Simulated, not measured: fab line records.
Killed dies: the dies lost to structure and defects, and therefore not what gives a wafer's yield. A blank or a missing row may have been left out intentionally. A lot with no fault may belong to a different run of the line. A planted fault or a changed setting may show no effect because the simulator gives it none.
A lot that was struck, set against a sound lot + flow n5 finfet + 15 steps out of a route of 1938
Sound: wafers L844.2, L844.4, L844.6. Struck: wafers L850.3, L850.4 (left out: L850.6, a lot-mate that was not struck); the cause follows at the end.
Per side, at each step with rows, come the tool, then ch with its chambers, and then its first start. Under that, the readings that differ: sound wafers + struck wafers + difference of the means + sigmas: that difference in standard deviations of wafers without a fault.
alike: words and numbers the same on both sides, and readings whose means are apart by under 2 such deviations; not compared: readings that were withheld, readings missing a value for some wafer, numbers with overlapping values and no deviation given by the record, and bounds like >300 which may hide the same value.
The two part at a step that has a row with sigmas, a row that says differs or no value, or rows on one side only. Non-overlapping numbers with no deviation appear without sigmas and do not part them. Lack of a reading on every wafer of one side parts them only where that side has two or more wafers.

N5_BEOL_M9_OVL_MEAS_12:
  sound on overlay-02 ch 0, day 11 18:17; struck on overlay-01 ch 0, day 13 15:40
  alike: M9_OVL
N5_BEOL_M9_INSPECT_13: inspects for defects (brightfield).
  sound on defect inspect-02 at day 11 18:18; struck on defect inspect-02 at day 13 15:41
| reading          | sound       | struck  | difference | sigmas |
|------------------|-------------|---------|------------|--------|
| raw defect count | 311 292 282 | 451 618 | +240       | +2     |
N5_BEOL_M9_DESCUM_16: chemistry O2, time 7.9 s.
  sound on rie diel-03 ch 0,1, day 11 18:20; struck on rie diel-06 ch 0,1, day 13 15:53
  alike: drypump motor current A, oes product au, rf vpp V, showerhead plenum p Torr, throttle valve pct
  not compared: rf hours counter h
N5_BEOL_M9_ETCH_61: etches SiARC in CF4, target depth 39 nm, time 65 s.
  sound on rie diel-03 ch 0,1, day 11 18:22; struck on rie diel-06 ch 0,1, day 13 15:55
  alike: drypump motor current A, etch rf on time s, oes product au, rf vpp V, showerhead plenum p Torr, throttle valve pct
  not compared: rf hours counter h
N5_BEOL_M9_ETCH_62: etches SOC in N2/H2, target depth 110 nm, overetch 22 nm, time 165 s.
  sound on rie diel-03 ch 0,1, day 11 18:25; struck on rie diel-06 ch 0,1, day 13 15:58
  alike: drypump motor current A, oes product au, rf vpp V, showerhead plenum p Torr, throttle valve pct
  not compared: rf hours counter h
then, 1 step without rows for these wafers: N5_BEOL_M9_STRIP_68 (strips in N2/H2).
N5_BEOL_M9_STRIP_67: strips in CF4.
  sound on rie diel-03 ch 0,1, day 11 18:34; struck on rie diel-06 ch 0,1, day 13 16:07
  alike: drypump motor current A, oes product au, rf vpp V, showerhead plenum p Torr, throttle valve pct
  not compared: rf hours counter h
then, 1 step without rows for these wafers: N5_BEOL_M9_HM_OPEN_17 (chemistry Cl2/BCl3, target TiN, target depth 20 nm, overetch 6 nm).
N5_BEOL_M9_STRIP_19: strips in O2.
  sound on rie diel-03 ch 0,1, day 11 18:59; struck on rie diel-06 ch 1,3, day 13 16:16
  alike: drypump motor current A, oes product au, rf vpp V, showerhead plenum p Torr, throttle valve pct
  not compared: rf hours counter h
N5_BEOL_M9_CD_MEAS_18: pitch 140 nm, target cd 70 nm.
  sound on cd sem-02 at day 11 19:04; struck on cd sem-03 at day 13 16:20
  alike: cd nm
then, 2 steps without rows for these wafers: N5_BEOL_M9_COAT_63 (time 60 s, resist thk 60 nm); N5_BEOL_M9_COAT_64 (time 60 s, resist thk 12 nm).
N5_BEOL_M9_COAT_75: time 60 s, resist thk 5 nm.
  sound on litho track-04 ch 0, day 11 20:58; struck on litho track-04 ch 0, day 13 19:04
| reading          | sound             | struck      | difference | sigmas |
|------------------|-------------------|-------------|------------|--------|
| run length s (s) | 65.94 65.73 65.80 | 80.87 81.00 | +15.11     | +80    |
then, 2 steps without rows for these wafers: N5_BEOL_M9_COAT_22 (resist thk 30 nm); N5_PASSIVATION_PROBE_49.

WHERE THEY PART
At N5_BEOL_M9_INSPECT_13 first; at N5_BEOL_M9_COAT_75 last (within this record only).

WHY: whatever the simulator had introduced
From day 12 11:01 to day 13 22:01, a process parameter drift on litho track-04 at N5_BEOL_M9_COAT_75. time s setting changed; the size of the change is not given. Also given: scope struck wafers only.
